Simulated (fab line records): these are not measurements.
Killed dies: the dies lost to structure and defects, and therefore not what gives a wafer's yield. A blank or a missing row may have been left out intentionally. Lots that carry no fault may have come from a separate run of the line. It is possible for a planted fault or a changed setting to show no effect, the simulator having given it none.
What tool caused it? :: flow nand_harc :: 15 lots, 45 wafers sampled, at 1 step of a route of 1302

WHAT EACH GAUGE READ, for each wafer
NHARC_A_CONTACT_INSPECT_10.
lot: L458
measured: day 22 12:24
on: defect_inspect-02
raw_defect_count: 107 116 110

lot: L461
measured: day 23 05:36
on: defect_inspect-02
raw_defect_count: 105 106 95

lot: L460
measured: day 23 06:58
on: defect_inspect-01
raw_defect_count: 106 101 116

lot: L459
measured: day 23 09:27
on: defect_inspect-01
raw_defect_count: 146 155 127

lot: L462
measured: day 23 18:05
on: defect_inspect-01
raw_defect_count: 93 109 100

lot: L464
measured: day 24 20:37
on: defect_inspect-02
raw_defect_count: 121 109 101

lot: L463
measured: day 25 10:21
on: defect_inspect-02
raw_defect_count: 38 31 31

lot: L466
measured: day 25 19:21
on: defect_inspect-02
raw_defect_count: 91 81 89

lot: L474
measured: day 28 22:09
on: defect_inspect-02
raw_defect_count: 62 80 57

lot: L473
measured: day 28 23:43
on: defect_inspect-02
raw_defect_count: 81 69 81

lot: L476
measured: day 29 19:02
on: defect_inspect-01
raw_defect_count: 111 108 111

lot: L475
measured: day 29 21:51
on: defect_inspect-01
raw_defect_count: 90 98 93

lot: L477
measured: day 30 11:20
on: defect_inspect-01
raw_defect_count: 147 134 151

lot: L481
measured: day 31 23:25
on: defect_inspect-01
raw_defect_count: 96 92 111

lot: L478
measured: day 32 01:05
on: defect_inspect-02
raw_defect_count: 79 78 79

TOOL THAT RAN EACH LOT (tool first, then ch and the chambers of the sampled wafers, then the start)
The record shows no process step preceding these readings.

WHAT THE TOOLS THEMSELVES READ (means of the sampled wafers that have a number; where no wafer has one, the mark that the record gives instead)
The record holds no such reading with a usual standard deviation.

THE ANSWER, worked out from the rows above alone
Rule: the lots themselves supply what counts as usual. The widest of any qualifying gaps counts: lots, ordered by their means at a reading, are off when they make up no more than a third of the lots, leave a main group of 4 or more, and stand apart from it by 3 or more times the standard deviation of that group's means. The tables above print the reading to a certain number of digits; a main group whose means all agree to those digits is not used. Also off: a lot with no number at a reading for which 4 or more lots have one. Where the step has rows for the other lots, those lots are counted as sound. Order of review: gauges by route order, followed by the tools' own readings, for which a lot's mean as printed above is used. At the first step where some lot is off, the reading lying furthest off is the one used; lots without a number count as furthest.
No lot is off on any of the readings shown, so nothing can be concluded from this.

WHAT WAS PUT IN BY THE SIMULATOR
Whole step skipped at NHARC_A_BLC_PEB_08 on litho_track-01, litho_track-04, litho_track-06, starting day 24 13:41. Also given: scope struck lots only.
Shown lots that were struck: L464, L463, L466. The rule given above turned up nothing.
